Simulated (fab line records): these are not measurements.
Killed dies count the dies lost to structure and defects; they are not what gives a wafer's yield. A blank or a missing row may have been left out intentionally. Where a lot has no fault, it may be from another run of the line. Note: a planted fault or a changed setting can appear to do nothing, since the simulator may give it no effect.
fab line records + flow nand-harc
record
- lots=7
- wafers=18
- last-day=24
route steps=1159 shown A_BLC@966 END@1159
lots untouched by any fault: they come from a run of this same line in which no faults occurred
start-h: start of the lot's first displayed wafer, in hours after the record's first day + wait-h: hours elapsed since this lot's preceding step + " the same as in the row above + L1.1+2: several wafers, shown together as one row + - no value, or no start given + * or withheld: withheld + < > ~ a bound
route shown NAME@n: names a module that has steps shown in the file, with the first one's number in the route + usual: mean/standard deviation of fault-free wafers + same: alike in all rows + chamber/n: place in a boat + sites: per-site readings + _std_site: standard deviation of those values + _edge_site: mean of outer sites minus mean of inner sites + radius-mm: how far each site lies from the wafer's centre + mask NAME#n: copy n + behind: the last tool/chamber to shape the wafer + hold: reason for holding the lot/hours on hold/outcome of the hold + device: the n, p or np transistor that did not switch + end of line: at the end of the route, the tests of the same wafers + for a step that has no rows: nothing shown but its recipe + killed: at the first sort, the dies lost to defects and structure; wafer yield is something else + map: dies across one wafer; x = killed, . = not, _ = none there
set.NAME: setting as actually run; set.NAME@STEP: the setting as run at that earlier step + model.NAME: the simulator's own value behind a step, which no gauge read
lots at selected steps of the route; one table per step, one row per wafer
services: when a tool's chamber went out of use (start-h, in hours from the record's first day, below 0 if earlier), for how many hours, and the reason
## steps
# step NHARC_A_BLC_COAT_02
# recipe
- temp-c=260
- time-s=75
# step NHARC_A_BLC_COAT_03
# recipe
- temp-c=225
- time-s=65
# step NHARC_A_BLC_COAT_04
# recipe
- spin-rpm=1500
- resist-thk-nm=90
# step NHARC_A_BLC_SOFTBAKE_05
# recipe
- temp-c=105
- time-s=55
# step NHARC_A_BLC_EBR_06
# step NHARC_A_BLC_EXPOSE_07
# recipe
- na=1.35
- target-cd-nm=100
- dose-mj=67.97
- mask-id=A_BLC
# step NHARC_A_BLC_PEB_08
# recipe
- peb-temp-c=100
- peb-time-s=65
# step NHARC_A_BLC_DEVELOP_09
# recipe
- develop-time-s=35
- dev-temp-c=23
# step NHARC_A_BLC_CD_MEAS_10
# recipe
- target-cd-nm=100
- landing-energy-ev=500
# usual
- cd-nm=100.0/0.64
| lot.wafer | tool      | chamber | start-h | wait-h | cd-nm |
|-----------|-----------|---------|---------|--------|-------|
| L873.1    | cd-sem-02 | 0       | 420.72  | -      | 100.0 |
| L873.3    | "         | 0       | "       | "      | 100.1 |
| L873.4    | "         | 0       | "       | "      | 100.5 |
| L876.2    | cd-sem-02 | 0       | 444.85  | -      | 99.7  |
| L876.3    | "         | 0       | "       | "      | 99.9  |
| L876.6    | "         | 0       | "       | "      | 99.9  |
| L886.5    | cd-sem-01 | 0       | 492.44  | -      | 100.5 |
| L886.6    | "         | 0       | "       | "      | 99.0  |
| L887.4    | cd-sem-01 | 0       | 498.82  | -      | 100.0 |
| L887.5    | "         | 0       | "       | "      | 99.2  |
| L885.5    | cd-sem-02 | 0       | 507.40  | -      | 100.9 |
| L885.6    | "         | 0       | "       | "      | 100.5 |
| L889.1    | cd-sem-02 | 0       | 524.59  | -      | 99.9  |
| L889.2    | "         | 0       | "       | "      | 99.5  |
| L889.4    | "         | 0       | "       | "      | 101.4 |
| L891.4    | cd-sem-02 | 0       | 531.41  | -      | 100.9 |
| L891.5    | "         | 0       | "       | "      | 100.4 |
| L891.6    | "         | 0       | "       | "      | 100.5 |
# step NHARC_A_BLC_OVL_MEAS_11
# usual
- overlay-x-nm=0.2/1.1
- overlay-y-nm=0.3/0.87
| lot.wafer | tool       | chamber | start-h | wait-h | overlay-x-nm | overlay-y-nm |
|-----------|------------|---------|---------|--------|--------------|--------------|
| L873.1    | overlay-02 | -       | 420.81  | -      | 0.1          | 0.9          |
| L873.3    | "          | -       | "       | "      | -0.4         | 1.3          |
| L873.4    | "          | -       | "       | "      | -0.3         | 0.9          |
| L876.2    | overlay-02 | -       | 444.94  | -      | -1.2         | 0.9          |
| L876.3    | "          | -       | "       | "      | -1.5         | 0.5          |
| L876.6    | "          | -       | "       | "      | -1.6         | 0.8          |
| L886.5    | overlay-01 | -       | 492.52  | -      | -0.8         | -1.1         |
| L886.6    | "          | -       | "       | "      | 0.2          | -0.9         |
| L887.4    | overlay-02 | -       | 498.90  | -      | 1.0          | 1.1          |
| L887.5    | "          | -       | "       | "      | 0.9          | 1.1          |
| L885.5    | overlay-01 | -       | 507.48  | -      | 1.4          | -0.4         |
| L885.6    | "          | -       | "       | "      | 0.7          | -0.8         |
| L889.1    | overlay-02 | -       | 524.68  | -      | -0.6         | -0.7         |
| L889.2    | "          | -       | "       | "      | -0.8         | -0.1         |
| L889.4    | "          | -       | "       | "      | -0.8         | -0.1         |
| L891.4    | overlay-02 | -       | 531.49  | -      | 1.1          | 0.7          |
| L891.5    | "          | -       | "       | "      | 0.5          | 0.6          |
| L891.6    | "          | -       | "       | "      | 0.5          | 0.5          |
# step NHARC_A_BLC_INSPECT_12
# usual
- raw-defect-count=28/13
| lot.wafer | tool              | chamber | start-h | wait-h | raw-defect-count |
|-----------|-------------------|---------|---------|--------|------------------|
| L873.1    | defect-inspect-01 | -       | 420.85  | 0.0    | 34               |
| L873.3    | "                 | -       | "       | "      | 22               |
| L873.4    | "                 | -       | "       | "      | 29               |
| L876.2    | defect-inspect-01 | -       | 444.97  | 0.0    | 25               |
| L876.3    | "                 | -       | "       | "      | 25               |
| L876.6    | "                 | -       | "       | "      | 23               |
| L886.5    | defect-inspect-01 | -       | 492.56  | 0.0    | 42               |
| L886.6    | "                 | -       | "       | "      | 33               |
| L887.4    | defect-inspect-02 | -       | 498.93  | 0.0    | 39               |
| L887.5    | "                 | -       | "       | "      | 31               |
| L885.5    | defect-inspect-01 | -       | 507.51  | 0.0    | 40               |
| L885.6    | "                 | -       | "       | "      | 28               |
| L889.1    | defect-inspect-01 | -       | 524.71  | 0.0    | 23               |
| L889.2    | "                 | -       | "       | "      | 20               |
| L889.4    | "                 | -       | "       | "      | 24               |
| L891.4    | defect-inspect-02 | -       | 531.52  | 0.0    | 49               |
| L891.5    | "                 | -       | "       | "      | 34               |
| L891.6    | "                 | -       | "       | "      | 52               |
# step NHARC_A_BLC_DESCUM_15
# recipe
- time-s=3
- o2-flow-sccm=200
- ar-flow-sccm=0
- bias-power-w=0
- chemistry=O2
# usual
- drypump-motor-current-A=5.8/0.42
- oes-product-au=1.000/0.0084
- rf-vpp-V=57.8/0.88
- showerhead-plenum-p-Torr=1.91/0.065
- throttle-valve-pct=11.311/0.0087
| lot.wafer | tool        | chamber | start-h | wait-h | drypump-motor-current-A | oes-product-au | rf-hours-counter-h | rf-vpp-V | showerhead-plenum-p-Torr | throttle-valve-pct |
|-----------|-------------|---------|---------|--------|-------------------------|----------------|--------------------|----------|--------------------------|--------------------|
| L873.1    | rie-diel-10 | 1       | 420.91  | 0.1    | 6.1                     | 0.990          | 6                  | 56.7     | 1.89                     | 11.317             |
| L873.3    | "           | 3       | "       | "      | 6.0                     | 0.983          | 7                  | 56.2     | 1.83                     | 11.309             |
| L873.4    | "           | 0       | "       | "      | 5.8                     | 0.985          | 7                  | 56.7     | 1.85                     | 11.301             |
| L876.2    | rie-diel-10 | 2       | 445.04  | 0.1    | 5.5                     | 0.991          | 10                 | 58.1     | 1.92                     | 11.323             |
| L876.3    | "           | 0       | "       | "      | 5.8                     | 1.006          | 9                  | 58.8     | 1.85                     | 11.311             |
| L876.6    | "           | 2       | "       | "      | 5.5                     | 0.989          | -                  | 57.9     | 1.92                     | 11.299             |
| L886.6    | rie-diel-10 | 3       | 492.65  | 0.1    | 6.0                     | 1.001          | -                  | 57.4     | 1.83                     | 11.311             |
| L886.5    | "           | 0       | "       | "      | 5.8                     | 0.996          | -                  | 56.8     | 1.85                     | 11.316             |
| L887.4    | rie-diel-10 | 1       | 499.01  | 0.1    | 6.1                     | 1.002          | 16                 | 57.4     | 1.89                     | 11.322             |
| L887.5    | "           | 3       | "       | "      | 5.9                     | 1.007          | -                  | 57.5     | 1.83                     | 11.313             |
| L885.5    | rie-diel-10 | 3       | 507.61  | 0.1    | 6.0                     | 0.992          | -                  | 58.7     | 1.83                     | 11.312             |
| L885.6    | "           | 0       | "       | "      | 5.8                     | 0.994          | -                  | 57.9     | 1.85                     | 11.321             |
| L889.1    | rie-diel-04 | 0       | 524.79  | 0.1    | 4.9                     | 1.000          | 2                  | 58.5     | 1.95                     | 11.325             |
| L889.2    | "           | 1       | "       | "      | 5.9                     | 1.002          | 4                  | 57.1     | 2.01                     | 11.311             |
| L889.4    | "           | 3       | "       | "      | 6.2                     | 1.005          | -                  | 58.8     | 1.99                     | 11.313             |
| L891.4    | rie-diel-04 | 2       | 531.58  | 0.1    | 5.6                     | 0.997          | 5                  | 57.1     | 2.03                     | 11.323             |
| L891.5    | "           | 2       | "       | "      | 5.6                     | 0.996          | -                  | 57.8     | 2.03                     | 11.311             |
| L891.6    | "           | 3       | "       | "      | 6.2                     | 1.018          | -                  | 58.4     | 1.99                     | 11.310             |
# step NHARC_A_BLC_ETCH_16
# recipe
- target-depth-a=390
- over-etch-frac=0.3
- time-s=65
- ion-energy-ev=80
- cf4-flow-sccm=150
- ar-flow-sccm=0
- rf-w=300
- bias-w=100
- chemistry=CF4
# usual
- drypump-motor-current-A=5.8/0.44
- oes-product-au=1.000/0.0092
- rf-fwd-power-W=296.7/1.3
- rf-vpp-V=151.2/0.97
- showerhead-plenum-p-Torr=1.77/0.051
- throttle-valve-pct=13.281/0.0084
| lot.wafer | tool        | chamber | start-h | wait-h | drypump-motor-current-A | oes-product-au | rf-fwd-power-W | rf-hours-counter-h | rf-vpp-V | showerhead-plenum-p-Torr | throttle-valve-pct |
|-----------|-------------|---------|---------|--------|-------------------------|----------------|----------------|--------------------|----------|--------------------------|--------------------|
| L873.4    | rie-diel-10 | 1       | 421.10  | 0.2    | 6.1                     | 0.996          | 296.4          | 6                  | 150.4    | 1.75                     | 13.276             |
| L873.3    | "           | 3       | "       | "      | 6.0                     | 0.989          | 295.6          | 7                  | 151.8    | 1.70                     | 13.287             |
| L873.1    | "           | 0       | "       | "      | 5.9                     | 0.998          | 296.9          | 7                  | 149.8    | 1.71                     | 13.271             |
| L876.2    | rie-diel-10 | 0       | 445.15  | 0.1    | 5.8                     | 0.994          | 295.2          | 9                  | 151.5    | 1.71                     | 13.278             |
| L876.3    | "           | 1       | "       | "      | 6.1                     | 1.003          | 296.7          | 8                  | 150.8    | 1.75                     | 13.289             |
| L876.6    | "           | 1       | "       | "      | 6.1                     | 0.993          | 297.6          | -                  | 150.5    | 1.75                     | 13.297             |
| L886.6    | rie-diel-10 | 2       | 492.73  | 0.1    | 5.5                     | 0.983          | 296.8          | -                  | 152.1    | 1.77                     | 13.286             |
| L886.5    | "           | 3       | "       | "      | 6.0                     | 0.845          | 297.4          | -                  | 149.7    | 1.69                     | 13.280             |
| L887.4    | rie-diel-10 | 1       | 499.08  | 0.1    | 6.1                     | 0.839          | 297.2          | 16                 | 150.1    | 1.75                     | 13.276             |
| L887.5    | "           | 1       | "       | "      | 6.1                     | 0.848          | 296.7          | -                  | 150.0    | 1.75                     | 13.265             |
| L885.6    | rie-diel-10 | 3       | 507.68  | 0.1    | 6.0                     | 0.999          | 297.6          | -                  | 150.5    | 1.69                     | 13.283             |
| L885.5    | "           | 0       | "       | "      | 5.8                     | 0.850          | 296.6          | -                  | 150.5    | 1.71                     | 13.276             |
| L889.1    | rie-diel-04 | 1       | 524.88  | 0.1    | 5.9                     | 1.012          | 298.1          | 4                  | 152.2    | 1.85                     | 13.293             |
| L889.2    | "           | 3       | "       | "      | 6.2                     | 1.007          | 296.5          | 4                  | 152.0    | 1.84                     | 13.283             |
| L889.4    | "           | 0       | "       | "      | 4.8                     | 1.001          | 298.0          | -                  | 151.8    | 1.80                     | 13.279             |
| L891.4    | rie-diel-04 | 0       | 531.67  | 0.1    | 4.8                     | 1.003          | 297.4          | 3                  | 152.9    | 1.80                     | 13.266             |
| L891.6    | "           | 3       | "       | "      | 6.2                     | 1.014          | 296.8          | -                  | 151.8    | 1.84                     | 13.270             |
| L891.5    | "           | 0       | "       | "      | 4.8                     | 0.996          | 298.4          | -                  | 150.7    | 1.80                     | 13.268             |
# step NHARC_A_BLC_ETCH_17
# recipe
- target-depth-a=3900
- over-etch-frac=0.25
- time-s=609.38
- ion-energy-ev=200
- n2-flow-sccm=150
- h2-flow-sccm=150
- ar-flow-sccm=0
- rf-w=400
- bias-w=150
- chemistry=N2/H2
# usual
- drypump-motor-current-A=5.8/0.43
- n2-flow-sccm=150.0/0.43
- oes-product-au=0.998/0.0099
- rf-fwd-power-W=399.2/1.2
- rf-vpp-V=430.5/2
- showerhead-plenum-p-Torr=2.04/0.067
- throttle-valve-pct=14.171/0.008
| lot.wafer | tool        | chamber | start-h | wait-h | drypump-motor-current-A | n2-flow-sccm | oes-product-au | rf-fwd-power-W | rf-hours-counter-h | rf-vpp-V | showerhead-plenum-p-Torr | throttle-valve-pct |
|-----------|-------------|---------|---------|--------|-------------------------|--------------|----------------|----------------|--------------------|----------|--------------------------|--------------------|
| L873.3    | rie-diel-10 | 1       | -       | -      | 6.1                     | 149.9        | 1.009          | 400.6          | 6                  | 429.5    | 2.02                     | 14.170             |
| L873.1    | "           | 3       | "       | "      | 6.0                     | 149.6        | 0.997          | 401.1          | 7                  | 429.2    | 1.95                     | 14.170             |
| L873.4    | "           | 0       | "       | "      | 5.8                     | 150.0        | 0.982          | 397.7          | 7                  | 428.6    | 1.97                     | 14.169             |
| L876.3    | rie-diel-10 | 1       | -       | -      | 6.1                     | 150.1        | 1.003          | 398.1          | 9                  | 428.7    | 2.02                     | 14.170             |
| L876.2    | "           | 3       | "       | "      | 6.0                     | 150.0        | 0.987          | 400.7          | 10                 | 429.3    | 1.95                     | 14.162             |
| L876.6    | "           | 1       | "       | "      | 6.1                     | 150.0        | 1.002          | 397.2          | -                  | 430.3    | 2.02                     | 14.173             |
| L886.5    | rie-diel-10 | 2       | -       | -      | 5.5                     | 150.1        | 0.981          | 399.1          | -                  | 431.1    | 2.04                     | 14.173             |
| L886.6    | "           | 3       | "       | "      | 5.9                     | 150.5        | 0.995          | 399.2          | -                  | 426.9    | 1.94                     | 14.179             |
| L887.4    | rie-diel-10 | 3       | -       | -      | 6.0                     | 150.1        | 0.996          | 400.0          | 16                 | 427.8    | 1.94                     | 14.159             |
| L887.5    | "           | 1       | "       | "      | 6.1                     | 150.5        | 0.997          | 398.0          | -                  | 429.3    | 2.01                     | 14.164             |
| L885.6    | rie-diel-10 | 0       | -       | -      | 5.9                     | 149.3        | 0.995          | 401.0          | -                  | 428.6    | 1.97                     | 14.169             |
| L885.5    | "           | 1       | "       | "      | 6.1                     | 150.1        | 1.000          | 400.3          | -                  | 429.6    | 2.02                     | 14.192             |
| L889.1    | rie-diel-04 | 0       | -       | -      | 4.9                     | 150.0        | 1.000          | 399.6          | 2                  | 430.9    | 2.08                     | 14.178             |
| L889.2    | "           | 1       | "       | "      | 6.0                     | 149.9        | 1.001          | 400.4          | 5                  | 434.3    | 2.14                     | 14.171             |
| L889.4    | "           | 1       | "       | "      | 6.0                     | 149.9        | 0.998          | 397.7          | -                  | 434.9    | 2.14                     | 14.162             |
| L891.4    | rie-diel-04 | 1       | -       | -      | 5.9                     | 149.6        | 1.007          | 401.1          | 6                  | 434.0    | 2.14                     | 14.157             |
| L891.6    | "           | 2       | "       | "      | 5.6                     | 150.1        | 0.985          | 399.7          | -                  | 433.5    | 2.16                     | 14.181             |
| L891.5    | "           | 3       | "       | "      | 6.2                     | 149.7        | 1.011          | 399.8          | -                  | 432.5    | 2.12                     | 14.174             |
# step NHARC_END_SORT_01
# recipe
- temp-c=25
# usual
- killed-at-array=26/10
- killed-at-other=0.5/0.87
- killed-at-periphery=3.0/2.5
- killed-dies=29/11
- killed-open=3.3/1.9
- killed-short=1.8/1.5
# same
- gross-dies=677
| lot.wafer | tool      | chamber | start-h | wait-h | killed-at-array | killed-at-other | killed-at-periphery | killed-dies | killed-open | killed-short |
|-----------|-----------|---------|---------|--------|-----------------|-----------------|---------------------|-------------|-------------|--------------|
| L876.2    | prober-02 | 0       | 492.12  | 2.8    | 24              | 0               | 4                   | 28          | 4           | 1            |
| L876.3    | prober-02 | 0       | 492.92  | 3.1    | 25              | 0               | 1                   | 26          | 4           | 1            |
| L876.6    | prober-02 | 0       | 495.33  | 4.0    | 29              | 0               | 1                   | 30          | 3           | 3            |
| L886.5    | prober-02 | 0       | 545.14  | 3.7    | 47              | 0               | 4                   | 51          | 4           | 3            |
| L886.6    | prober-02 | 0       | 545.94  | 4.0    | 29              | 0               | 0                   | 29          | 2           | 1            |
| L887.4    | prober-02 | 0       | 552.49  | 3.4    | 67              | 0               | 1                   | 68          | 2           | 4            |
| L887.5    | prober-02 | 0       | 553.29  | 3.7    | 48              | 1               | 1                   | 50          | 4           | 2            |
| L885.5    | prober-01 | 0       | 561.09  | 3.7    | 64              | 0               | 3                   | 67          | 3           | 1            |
# killed by level:class
L876.2 A_CHANNEL_HOLE_D1:chamber-film-flake=21 P_CONTACT:geometric-particle:open=2 P_M0:geometric-particle:open=1 A_ONON_D1:geometric-particle:open=1 A_CHANNEL_FILL_D1:geometric-particle:short=1 P_STI:chamber-film-flake=1 A_CONTACT:chamber-film-flake=1
L876.3 A_CHANNEL_HOLE_D1:chamber-film-flake=14 A_CONTACT:chamber-film-flake=4 A_STAIRCASE:chamber-film-flake=2 P_CONTACT:geometric-particle:open=1 A_WL_FILL:geometric-particle:short=1 A_CONTACT:geometric-particle:open=1 A_BLC:geometric-particle:open=1 A_M0:geometric-particle:open=1
L876.6 A_CHANNEL_HOLE_D1:chamber-film-flake=14 A_CONTACT:chamber-film-flake=7 A_M0:geometric-particle:open=3 A_CHANNEL_FILL_D1:geometric-particle:short=2 A_BONDPAD:chamber-film-flake=2 A_WL_FILL:geometric-particle:short=1 P_STI:chamber-film-flake=1
L886.5 A_BLC:area-etch=18 A_SLIT:chamber-film-flake=13 A_CHANNEL_HOLE_D1:chamber-film-flake=7 A_STAIRCASE:chamber-film-flake=4 P_M1:geometric-particle:open=2 P_M0:geometric-particle:short=1 P_M2:geometric-particle:open=1 A_ONON_D1:geometric-particle:short=1
L886.6 A_SLIT:chamber-film-flake=18 A_CHANNEL_HOLE_D1:chamber-film-flake=5 A_CONTACT:chamber-film-flake=2 A_CHANNEL_HOLE_D1:geometric-particle:open=1 A_CHANNEL_FILL_D1:geometric-particle:open=1 A_CONTACT:geometric-particle:short=1 A_STAIRCASE:chamber-film-flake=1
L887.4 A_BLC:area-etch=30 A_SLIT:chamber-film-flake=15 A_CHANNEL_HOLE_D1:chamber-film-flake=6 A_STAIRCASE:chamber-film-flake=5 A_CONTACT:chamber-film-flake=4 A_CONTACT:geometric-particle:open=2 A_M0:geometric-particle:short=2 A_CHANNEL_HOLE_D1:geometric-particle:short=1
L887.5 A_BLC:area-etch=18 A_SLIT:chamber-film-flake=17 A_CHANNEL_HOLE_D1:chamber-film-flake=3 A_CONTACT:chamber-film-flake=3 A_ONON_D1:geometric-particle:open=1 A_ONON_D1:geometric-particle:short=1 A_WL_FILL:geometric-particle:open=1 A_WL_FILL:geometric-particle:short=1
L885.5 A_BLC:area-etch=30 A_CHANNEL_HOLE_D1:chamber-film-flake=21 A_STAIRCASE:chamber-film-flake=5 A_CONTACT:chamber-film-flake=5 P_STI:chamber-film-flake=2 P_GATE:geometric-particle:open=1 A_SOURCE_PLATE:geometric-particle:short=1 A_CHANNEL_FILL_D1:geometric-particle:open=1
## services
| tool        | chamber | start-h | hours | kind   |
|-------------|---------|---------|-------|--------|
| rie-diel-10 | 0       | 411.51  | -     | clean  |
| rie-diel-10 | 1       | 411.51  | -     | clean  |
| rie-diel-10 | 2       | 411.51  | -     | clean  |
| rie-diel-10 | 3       | 411.51  | -     | clean  |
| rie-diel-10 | 1       | 434.23  | 1.6   | repair |
| rie-diel-10 | 0       | 436.01  | -     | clean  |
| rie-diel-10 | 1       | 436.01  | -     | clean  |
| rie-diel-10 | 2       | 436.01  | -     | clean  |
| rie-diel-10 | 3       | 436.01  | -     | clean  |
| rie-diel-10 | 0       | 460.51  | -     | clean  |
| rie-diel-10 | 1       | 460.51  | -     | clean  |
| rie-diel-10 | 2       | 460.51  | -     | clean  |
| rie-diel-10 | 3       | 460.51  | -     | clean  |
| rie-diel-04 | -       | 465.99  | 9.0   | pm     |
| rie-diel-10 | 0       | 485.02  | -     | clean  |
| rie-diel-10 | 1       | 485.02  | -     | clean  |
| rie-diel-10 | 2       | 485.02  | -     | clean  |
| rie-diel-10 | 3       | 485.02  | -     | clean  |
| rie-diel-04 | 0       | 488.83  | 14.5  | repair |
| rie-diel-10 | 0       | 509.52  | -     | clean  |
| rie-diel-10 | 1       | 509.52  | -     | clean  |
| rie-diel-04 | 3       | 513.05  | 4.0   | repair |
| rie-diel-04 | 2       | 522.93  | 7.4   | repair |
| rie-diel-10 | -       | 530.51  | 9.0   | pm     |
## key
first-sign
- step=NHARC_A_BLC_ETCH_16
- reading=oes-product-au
- direction=down
- sigmas=17
- usual=1.000
- struck=0.846
effect
- step=NHARC_END_SORT_01
- reading=killed-at-array
- direction=up
- sigmas=3.1
- usual=26
- struck=56
- wafers-moved=2
more-kills-born-at
- NHARC_A_BLC_ETCH_16@rie-diel-10=96
met-at NHARC_A_BLC_ETCH_16
struck-wafers L885.5,L886.5,L887.4,L887.5
tester-left-out L885,L886,L887
onset-between 445.15 492.73
fault
- kind=process-parameter-drift
- tool=rie-diel-10
- chamber=-
- onset-h=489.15
- steps=NHARC_A_BLC_ETCH_16
- channel=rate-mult
- offset=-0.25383
- shape=step
- end-h=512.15
- scope=struck-wafers-only
# tester-left-out: of these lots the tester's yield and bins aren't shown, on N5 and GAA mostly nor the transistor test; their killed dies are dies lost to structure and defects alone, not to doping, threshold or leakage, so they don't give the yield
